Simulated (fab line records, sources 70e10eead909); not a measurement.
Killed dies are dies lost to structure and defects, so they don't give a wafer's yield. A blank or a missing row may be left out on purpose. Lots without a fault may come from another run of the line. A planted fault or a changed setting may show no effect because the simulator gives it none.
Which tool did it? | flow nand_harc | 24 lots, 72 wafers sampled, at 6 steps of a route of 1159

WHAT THE GAUGES READ, wafer by wafer
The record holds no reading of a measuring or inspecting step that can be judged against a usual standard deviation.

WHICH TOOL RAN EACH LOT (tool, then ch and the chambers of the sampled wafers, then the start)
lot  | NHARC_A_WL_FILL_CVD_20                   | NHARC_A_CONTACT_ETCH_112             | NHARC_A_CONTACT_STRIP_55                      | NHARC_A_CONTACT_ETCH_77                       | NHARC_A_CONTACT_DEP_85          | NHARC_A_CONTACT_DESCUM_13
L075 | cvd_w-02 ch 0,1, day 16 12:42 or earlier | har_cap_etch-03 ch 0,1, day 16 12:42 | rie_diel-07 ch 0,2,3, day 17 03:32 or earlier | rie_diel-02 ch 0,1,2, day 17 03:32 or earlier | pecvd-02 ch 1,2, day 17 03:32   | rie_diel-01 ch 0,3, day 17 04:19
L076 | cvd_w-01 ch 0,1, day 16 15:05 or earlier | har_cap_etch-02 ch 0,1, day 16 15:05 | rie_diel-07 ch 0,1,2, day 17 07:58 or earlier | rie_diel-01 ch 1,3, day 17 07:58 or earlier   | pecvd-01 ch 0,2, day 17 07:58   | rie_diel-02 ch 0,1,3, day 17 08:52
L077 | cvd_w-02 ch 0,1, day 16 17:45 or earlier | har_cap_etch-03 ch 0,1, day 16 17:45 | rie_diel-01 ch 0,2,3, day 17 09:01 or earlier | rie_diel-01 ch 0,1, day 17 09:01 or earlier   | pecvd-01 ch 0,1, day 17 09:01   | rie_diel-01 ch 0,3, day 17 09:53
L078 | cvd_w-01 ch 0,1, day 17 01:14 or earlier | har_cap_etch-02 ch 0,1, day 17 01:14 | rie_diel-07 ch 0,1,2, day 17 15:25 or earlier | rie_diel-01 ch 0,1,2, day 17 15:25 or earlier | pecvd-02 ch 0,1,2, day 17 15:25 | rie_diel-02 ch 0,1,3, day 17 16:20
L074 | cvd_w-02 ch 0,1, day 16 23:52 or earlier | har_cap_etch-03 ch 0,1, day 16 23:52 | rie_diel-01 ch 0,2, day 17 11:48 or earlier   | rie_diel-07 ch 0,2, day 17 11:48 or earlier   | pecvd-01 ch 0,2, day 17 11:48   | rie_diel-01 ch 0,2,3, day 17 14:50
L079 | cvd_w-01 ch 1, day 17 07:37 or earlier   | har_cap_etch-03 ch 0,1, day 17 07:37 | rie_diel-07 ch 0,2, day 17 19:26 or earlier   | rie_diel-01 ch 0,2, day 17 19:26 or earlier   | pecvd-04 ch 1,2, day 17 19:26   | rie_diel-07 ch 1,3, day 17 20:22
L080 | cvd_w-01 ch 0,1, day 17 18:43 or earlier | har_cap_etch-03 ch 0,1, day 17 18:43 | rie_diel-01 ch 1,2,3, day 18 10:53 or earlier | rie_diel-01 ch 0,1, day 18 10:53 or earlier   | pecvd-02 ch 0,2, day 18 10:53   | rie_diel-01 ch 1,2, day 18 11:44
L081 | cvd_w-01 ch 0,1, day 18 00:19 or earlier | har_cap_etch-02 ch 0,1, day 18 00:19 | rie_diel-01 ch 0,1,2, day 18 16:07 or earlier | rie_diel-02 ch 1,3, day 18 16:07 or earlier   | pecvd-02 ch 1,2, day 18 16:07   | rie_diel-01 ch 0,2, day 18 17:07
L082 | cvd_w-01 ch 0,1, day 18 14:49 or earlier | har_cap_etch-03 ch 0,1, day 18 14:49 | rie_diel-01 ch 0,3, day 19 02:07 or earlier   | rie_diel-01 ch 0,1,3, day 19 02:07 or earlier | pecvd-02 ch 1,2, day 19 02:07   | rie_diel-01 ch 0,1,2, day 19 02:59
L083 | cvd_w-02 ch 0,1, day 18 15:58 or earlier | har_cap_etch-01 ch 0,1, day 18 15:58 | rie_diel-07 ch 2,3, day 19 03:35 or earlier   | rie_diel-01 ch 2,3, day 19 03:35 or earlier   | pecvd-04 ch 0,1,2, day 19 03:35 | rie_diel-01 ch 0,2,3, day 19 04:23
L084 | cvd_w-01 ch 0,1, day 18 18:31 or earlier | har_cap_etch-02 ch 0,1, day 18 18:31 | rie_diel-01 ch 0,1,2, day 19 05:50 or earlier | rie_diel-01 ch 1,2, day 19 05:50 or earlier   | pecvd-02 ch 1,2, day 19 05:50   | rie_diel-02 ch 0,2,3, day 19 06:40
L086 | cvd_w-02 ch 0,1, day 19 01:56 or earlier | har_cap_etch-01 ch 0,1, day 19 01:56 | rie_diel-02 ch 0,2,3, day 19 16:11 or earlier | rie_diel-07 ch 0,1,3, day 19 16:11 or earlier | pecvd-01 ch 0,1, day 19 16:11   | rie_diel-01 ch 0,2,3, day 19 16:58
L087 | cvd_w-01 ch 0,1, day 19 02:45 or earlier | har_cap_etch-03 ch 0,1, day 19 02:45 | rie_diel-02 ch 0,1,2, day 19 17:02 or earlier | rie_diel-01 ch 0,1,3, day 19 17:02 or earlier | pecvd-04 ch 0,2, day 19 17:02   | rie_diel-07 ch 0,2,3, day 19 17:49
L085 | cvd_w-01 ch 0,1, day 19 15:40 or earlier | har_cap_etch-03 ch 1, day 19 15:40   | rie_diel-02 ch 1,2, day 20 04:27 or earlier   | rie_diel-07 ch 0,3, day 20 04:27 or earlier   | pecvd-04 ch 0,1, day 20 04:27   | rie_diel-01 ch 0,3, day 20 05:23
L088 | cvd_w-02 ch 0,1, day 19 18:38 or earlier | har_cap_etch-01 ch 0,1, day 19 18:38 | rie_diel-01 ch 1,2,3, day 20 07:46 or earlier | rie_diel-01 ch 1,2,3, day 20 07:46 or earlier | pecvd-01 ch 0,1, day 20 07:46   | rie_diel-01 ch 1,2,3, day 20 08:40
L091 | cvd_w-01 ch 0,1, day 20 05:26 or earlier | har_cap_etch-01 ch 0,1, day 20 05:26 | rie_diel-01 ch 1,2,3, day 20 18:26 or earlier | rie_diel-07 ch 0,1,3, day 20 18:26 or earlier | pecvd-01 ch 0,1,2, day 20 18:26 | rie_diel-01 ch 0,2,3, day 20 19:14
L089 | cvd_w-02 ch 0,1, day 20 05:49 or earlier | har_cap_etch-02 ch 0,1, day 20 05:49 | rie_diel-07 ch 0,1,3, day 20 17:26 or earlier | rie_diel-01 ch 1,2, day 20 17:26 or earlier   | pecvd-04 ch 1,2, day 20 17:26   | rie_diel-07 ch 0,3, day 20 18:19
L090 | cvd_w-01 ch 0,1, day 20 10:30 or earlier | har_cap_etch-02 ch 0,1, day 20 10:30 | rie_diel-01 ch 1,2,3, day 20 22:11 or earlier | rie_diel-01 ch 0,1,2, day 20 22:11 or earlier | pecvd-04 ch 0,1, day 20 22:11   | rie_diel-01 ch 1,2,3, day 20 23:05
L092 | cvd_w-02 ch 0,1, day 20 22:13 or earlier | har_cap_etch-02 ch 0, day 20 22:13   | rie_diel-07 ch 1,3, day 21 11:15 or earlier   | rie_diel-01 ch 1,2,3, day 21 11:15 or earlier | pecvd-02 ch 0,1,2, day 21 11:15 | rie_diel-07 ch 0,1,3, day 21 12:41
L096 | cvd_w-01 ch 0,1, day 21 07:19 or earlier | har_cap_etch-02 ch 0,1, day 21 07:19 | rie_diel-07 ch 0,2,3, day 21 19:45 or earlier | rie_diel-02 ch 0,1,3, day 21 19:45 or earlier | pecvd-01 ch 0,1,2, day 21 19:45 | rie_diel-07 ch 1,2,3, day 21 20:38
L094 | cvd_w-02 ch 0,1, day 21 14:44 or earlier | har_cap_etch-01 ch 0,1, day 21 14:44 | rie_diel-02 ch 1,3, day 22 04:22 or earlier   | rie_diel-02 ch 0,3, day 22 04:22 or earlier   | pecvd-01 ch 1,2, day 22 04:22   | rie_diel-07 ch 0,2, day 22 05:19
L095 | cvd_w-02 ch 0,1, day 21 16:02 or earlier | har_cap_etch-03 ch 0,1, day 21 16:02 | rie_diel-07 ch 1,2,3, day 22 05:56 or earlier | rie_diel-07 ch 1,2,3, day 22 05:56 or earlier | pecvd-01 ch 0,1,2, day 22 05:56 | rie_diel-01 ch 0,2,3, day 22 06:50
L093 | cvd_w-02 ch 0,1, day 21 19:31 or earlier | har_cap_etch-01 ch 0,1, day 21 19:31 | rie_diel-01 ch 0,1,3, day 22 07:07 or earlier | rie_diel-01 ch 1,3, day 22 07:07 or earlier   | pecvd-02 ch 0,2, day 22 07:07   | rie_diel-01 ch 2,3, day 22 07:51
L097 | cvd_w-01 ch 0,1, day 22 03:46 or earlier | har_cap_etch-02 ch 0,1, day 22 03:46 | rie_diel-01 ch 0,3, day 22 16:13 or earlier   | rie_diel-01 ch 0,1,2, day 22 16:13 or earlier | pecvd-01 ch 0,1,2, day 22 16:13 | rie_diel-01 ch 1,2, day 22 17:05
- NHARC_A_WL_FILL_CVD_20: deposits W, target thk 75 nm, time 5064 s.
- NHARC_A_CONTACT_ETCH_112: etches the open film in C4F8/O2/Ar, time 94 s, target depth 922 nm.
- NHARC_A_CONTACT_STRIP_55: strips in O2.
- NHARC_A_CONTACT_ETCH_77: etches the open film in CF4/CHF3, target depth 72.6 nm, time 36.3 s.
- NHARC_A_CONTACT_DEP_85: deposits SiON, target thk 50 nm.
- NHARC_A_CONTACT_DESCUM_13: chemistry O2, time 3 s.

WHAT THE TOOLS THEMSELVES READ (means of the sampled wafers that have a number; where no wafer has one, the mark that the record gives instead)
NHARC_A_WL_FILL_CVD_20. Usual: heater_power_w 478 W, standard deviation 67; throttle_valve_pct 7.9 %, standard deviation 0.32.
lot  | tool     | heater_power_w (W) | throttle_valve_pct (%) | flag
L075 | cvd_w-02 | 438                | 8.0                    |
L076 | cvd_w-01 | 497                | 8.2                    |
L077 | cvd_w-02 | 508                | 7.9                    |
L078 | cvd_w-01 | 493                | 8.0                    |
L074 | cvd_w-02 | 505                | 7.7                    |
L079 | cvd_w-01 | 518                | 8.1                    |
L080 | cvd_w-01 | 499                | 8.0                    |
L081 | cvd_w-01 | 500                | 8.0                    |
L082 | cvd_w-01 | 486                | 8.0                    |
L083 | cvd_w-02 | 432                | 7.6                    |
L084 | cvd_w-01 | 489                | 8.0                    |
L086 | cvd_w-02 | 426                | 7.8                    |
L087 | cvd_w-01 | 494                | 8.1                    |
L085 | cvd_w-01 | 484                | 8.0                    |
L088 | cvd_w-02 | 493                | 7.5                    |
L091 | cvd_w-01 | 488                | 8.2                    |
L089 | cvd_w-02 | 494                | 7.6                    |
L090 | cvd_w-01 | 486                | 8.1                    |
L092 | cvd_w-02 | 423                | 7.9                    |
L096 | cvd_w-01 | 501                | 8.2                    |
L094 | cvd_w-02 | 419                | 7.9                    |
L095 | cvd_w-02 | 422                | 7.9                    |
L093 | cvd_w-02 | 427                | 7.9                    |
L097 | cvd_w-01 | 470                | 8.1                    |

NHARC_A_CONTACT_STRIP_55. Usual: drypump_motor_current_A 5.74 A, standard deviation 0.23; oes_product_au 0.999 a.u., standard deviation 0.0067; rf_vpp_V 57.9 V, standard deviation 0.88; showerhead_plenum_p_Torr 3.56 Torr, standard deviation 0.13; throttle_valve_pct 17.038 %, standard deviation 0.0099.
lot  | tool        | drypump_motor_current_A (A) | oes_product_au (a.u.) | rf_vpp_V (V) | showerhead_plenum_p_Torr (Torr) | throttle_valve_pct (%) | flag
L075 | rie_diel-07 | 5.62                        | 0.997                 | 57.9         | 3.59                            | 17.030                 |
L076 | rie_diel-07 | 5.64                        | 1.002                 | 57.5         | 3.60                            | 17.042                 |
L077 | rie_diel-01 | 5.84                        | 0.998                 | 57.9         | 3.51                            | 17.038                 |
L078 | rie_diel-07 | 5.65                        | 1.005                 | 57.1         | 3.59                            | 17.044                 |
L074 | rie_diel-01 | 5.86                        | 0.995                 | 58.1         | 3.65                            | 17.041                 |
L079 | rie_diel-07 | 5.65                        | 0.996                 | 57.5         | 3.61                            | 17.042                 |
L080 | rie_diel-01 | 5.78                        | 0.997                 | 58.4         | 3.54                            | 17.032                 |
L081 | rie_diel-01 | 5.94                        | 1.005                 | 58.3         | 3.65                            | 17.034                 |
L082 | rie_diel-01 | 6.01                        | 1.004                 | 57.8         | 3.48                            | 17.032                 |
L083 | rie_diel-07 | 5.57                        | 0.998                 | 58.7         | 3.57                            | 17.043                 |
L084 | rie_diel-01 | 5.93                        | 0.993                 | 58.0         | 3.64                            | 17.040                 |
L086 | rie_diel-02 | 5.70                        | 1.004                 | 57.5         | 3.58                            | 17.039                 |
L087 | rie_diel-02 | 5.50                        | 1.008                 | 57.4         | 3.48                            | 17.031                 |
L085 | rie_diel-02 | 5.37                        | 0.998                 | 57.9         | 3.46                            | 17.036                 |
L088 | rie_diel-01 | 5.75                        | 0.997                 | 58.3         | 3.53                            | 17.047                 |
L091 | rie_diel-01 | 5.76                        | 0.998                 | 57.6         | 3.53                            | 17.045                 |
L089 | rie_diel-07 | 5.59                        | 1.005                 | 57.1         | 3.55                            | 17.043                 |
L090 | rie_diel-01 | 5.76                        | 0.997                 | 57.1         | 3.53                            | 17.032                 |
L092 | rie_diel-07 | 5.50                        | 1.000                 | 56.9         | 3.51                            | 17.043                 |
L096 | rie_diel-07 | 5.60                        | 1.003                 | 58.0         | 3.57                            | 17.036                 |
L094 | rie_diel-02 | 5.91                        | 0.993                 | 57.4         | 3.50                            | 17.038                 |
L095 | rie_diel-07 | 5.58                        | 0.989                 | 58.2         | 3.53                            | 17.039                 |
L093 | rie_diel-01 | 5.93                        | 1.000                 | 58.2         | 3.68                            | 17.033                 |
L097 | rie_diel-01 | 5.84                        | 0.993                 | 59.1         | 3.73                            | 17.036                 |

NHARC_A_CONTACT_ETCH_77. Usual: cf4_flow_sccm 100.01 sccm, standard deviation 0.29; drypump_motor_current_A 5.76 A, standard deviation 0.24; oes_product_au 0.936 a.u., standard deviation 0.019; rf_vpp_V 371.1 V, standard deviation 2.3; showerhead_plenum_p_Torr 1.59 Torr, standard deviation 0.067; throttle_valve_pct 16.803 %, standard deviation 0.0092.
lot  | tool        | cf4_flow_sccm (sccm) | drypump_motor_current_A (A) | oes_product_au (a.u.) | rf_vpp_V (V) | showerhead_plenum_p_Torr (Torr) | throttle_valve_pct (%) | flag
L075 | rie_diel-02 | 99.95                | 5.50                        | 0.951                 | 370.7        | 1.56                            | 16.802                 |
L076 | rie_diel-01 | 100.06               | 5.74                        | 0.972                 | 369.1        | 1.52                            | 16.797                 |
L077 | rie_diel-01 | 100.02               | 5.96                        | 0.924                 | 372.5        | 1.63                            | 16.801                 |
L078 | rie_diel-01 | 100.11               | 5.92                        | 0.924                 | 372.6        | 1.63                            | 16.807                 |
L074 | rie_diel-07 | 100.18               | 5.65                        | 0.925                 | 371.3        | 1.61                            | 16.798                 |
L079 | rie_diel-01 | 99.81                | 6.00                        | 0.925                 | 371.3        | 1.61                            | 16.801                 |
L080 | rie_diel-01 | 99.91                | 5.96                        | 0.927                 | 372.2        | 1.63                            | 16.800                 |
L081 | rie_diel-02 | 99.91                | 5.69                        | 0.928                 | 368.8        | 1.52                            | 16.798                 |
L082 | rie_diel-01 | 100.09               | 5.94                        | 0.928                 | 369.7        | 1.57                            | 16.810                 |
L083 | rie_diel-01 | 100.00               | 5.70                        | 0.960                 | 370.3        | 1.58                            | 16.802                 |
L084 | rie_diel-01 | 100.08               | 5.79                        | 0.916                 | 372.7        | 1.64                            | 16.803                 |
L086 | rie_diel-07 | 100.07               | 5.59                        | 0.929                 | 371.4        | 1.58                            | 16.802                 |
L087 | rie_diel-01 | 99.87                | 5.90                        | 0.970                 | 369.9        | 1.56                            | 16.804                 |
L085 | rie_diel-07 | 100.43               | 5.54                        | 0.966                 | 370.9        | 1.58                            | 16.803                 |
L088 | rie_diel-01 | 99.73                | 5.76                        | 0.923                 | 371.1        | 1.58                            | 16.804                 |
L091 | rie_diel-07 | 100.14               | 5.59                        | 0.975                 | 371.4        | 1.58                            | 16.802                 |
L089 | rie_diel-01 | 99.76                | 5.76                        | 0.954                 | 373.4        | 1.64                            | 16.805                 |
L090 | rie_diel-01 | 100.17               | 5.91                        | 0.925                 | 372.5        | 1.62                            | 16.810                 |
L092 | rie_diel-01 | 100.03               | 5.73                        | 0.920                 | 371.2        | 1.57                            | 16.809                 |
L096 | rie_diel-02 | 99.95                | 5.80                        | 0.928                 | 368.9        | 1.53                            | 16.801                 |
L094 | rie_diel-02 | 100.25               | 5.92                        | 0.928                 | 369.1        | 1.53                            | 16.802                 |
L095 | rie_diel-07 | 99.58                | 5.56                        | 0.928                 | 371.0        | 1.58                            | 16.805                 |
L093 | rie_diel-01 | 100.31               | 5.83                        | 0.934                 | 373.5        | 1.65                            | 16.798                 |
L097 | rie_diel-01 | 100.03               | 5.91                        | 0.928                 | 371.4        | 1.62                            | 16.807                 |

NHARC_A_CONTACT_DEP_85. Usual: heater_power_w 801 W, standard deviation 87.
lot  | tool     | heater_power_w (W) | flag
L075 | pecvd-02 | 753                |
L076 | pecvd-01 | 823                |
L077 | pecvd-01 | 870                |
L078 | pecvd-02 | 737                |
L074 | pecvd-01 | 896                |
L079 | pecvd-04 | 774                |
L080 | pecvd-02 | 728                |
L081 | pecvd-02 | 683                |
L082 | pecvd-02 | 696                |
L083 | pecvd-04 | 804                |
L084 | pecvd-02 | 716                |
L086 | pecvd-01 | 763                |
L087 | pecvd-04 | 789                |
L085 | pecvd-04 | 760                |
L088 | pecvd-01 | 814                |
L091 | pecvd-01 | 848                |
L089 | pecvd-04 | 838                |
L090 | pecvd-04 | 808                |
L092 | pecvd-02 | 751                |
L096 | pecvd-01 | 857                |
L094 | pecvd-01 | 901                |
L095 | pecvd-01 | 877                |
L093 | pecvd-02 | 670                |
L097 | pecvd-01 | 889                |

NHARC_A_CONTACT_DESCUM_13. Usual: drypump_motor_current_A 5.77 A, standard deviation 0.24; oes_product_au 1.000 a.u., standard deviation 0.0075; rf_vpp_V 57.9 V, standard deviation 0.91; showerhead_plenum_p_Torr 1.94 Torr, standard deviation 0.081; throttle_valve_pct 11.312 %, standard deviation 0.0091.
lot  | tool        | drypump_motor_current_A (A) | oes_product_au (a.u.) | rf_vpp_V (V) | showerhead_plenum_p_Torr (Torr) | throttle_valve_pct (%) | flag
L075 | rie_diel-01 | 6.00                        | 1.008                 | 57.1         | 1.89                            | 11.308                 |
L076 | rie_diel-02 | 5.82                        | 1.001                 | 58.2         | 1.86                            | 11.306                 |
L077 | rie_diel-01 | 5.83                        | 1.004                 | 58.1         | 1.82                            | 11.318                 |
L078 | rie_diel-02 | 5.81                        | 0.997                 | 58.1         | 1.86                            | 11.315                 |
L074 | rie_diel-01 | 5.84                        | 1.000                 | 57.7         | 1.90                            | 11.312                 |
L079 | rie_diel-07 | 5.57                        | 1.013                 | 57.8         | 1.91                            | 11.303                 |
L080 | rie_diel-01 | 5.80                        | 1.002                 | 58.3         | 1.99                            | 11.319                 |
L081 | rie_diel-01 | 5.86                        | 0.997                 | 58.8         | 1.98                            | 11.308                 |
L082 | rie_diel-01 | 5.92                        | 1.005                 | 57.9         | 1.98                            | 11.321                 |
L083 | rie_diel-01 | 5.85                        | 1.003                 | 58.0         | 1.90                            | 11.319                 |
L084 | rie_diel-02 | 5.70                        | 0.995                 | 57.9         | 1.94                            | 11.313                 |
L086 | rie_diel-01 | 5.84                        | 0.994                 | 57.8         | 1.90                            | 11.319                 |
L087 | rie_diel-07 | 5.58                        | 1.003                 | 56.9         | 1.94                            | 11.309                 |
L085 | rie_diel-01 | 5.84                        | 1.003                 | 57.7         | 1.82                            | 11.316                 |
L088 | rie_diel-01 | 5.75                        | 1.004                 | 57.0         | 1.92                            | 11.320                 |
L091 | rie_diel-01 | 5.84                        | 0.998                 | 57.4         | 1.90                            | 11.307                 |
L089 | rie_diel-07 | 5.55                        | 0.998                 | 58.2         | 1.92                            | 11.312                 |
L090 | rie_diel-01 | 5.77                        | 0.980                 | 58.2         | 1.92                            | 11.310                 |
L092 | rie_diel-07 | 5.58                        | 0.996                 | 57.9         | 1.92                            | 11.307                 |
L096 | rie_diel-07 | 5.54                        | 0.997                 | 57.2         | 1.91                            | 11.322                 |
L094 | rie_diel-07 | 5.68                        | 1.000                 | 57.1         | 1.95                            | 11.316                 |
L095 | rie_diel-01 | 5.85                        | 0.997                 | 57.9         | 2.00                            | 11.311                 |
L093 | rie_diel-01 | 5.69                        | 0.991                 | 57.7         | 2.02                            | 11.310                 |
L097 | rie_diel-01 | 5.86                        | 0.993                 | 57.5         | 1.99                            | 11.316                 |

THE ANSWER, worked out from the rows above alone
Rule: a lot is off if the mean of its wafers that have a number lies more than 3 standard deviations from the usual mean. A lot without any number at a reading at which 4 lots or more have one is off too. The other lots that the step has rows for count as sound. The gauges are gone through in route order, then the tools' own readings, and for those a lot's mean is taken as printed above. The first step at which some lot is off is used, and at that step the reading that is off furthest; a lot without a number counts as furthest.
No lot is off at any reading shown: from this, nothing can be told.

WHAT THE SIMULATOR HAD PUT IN
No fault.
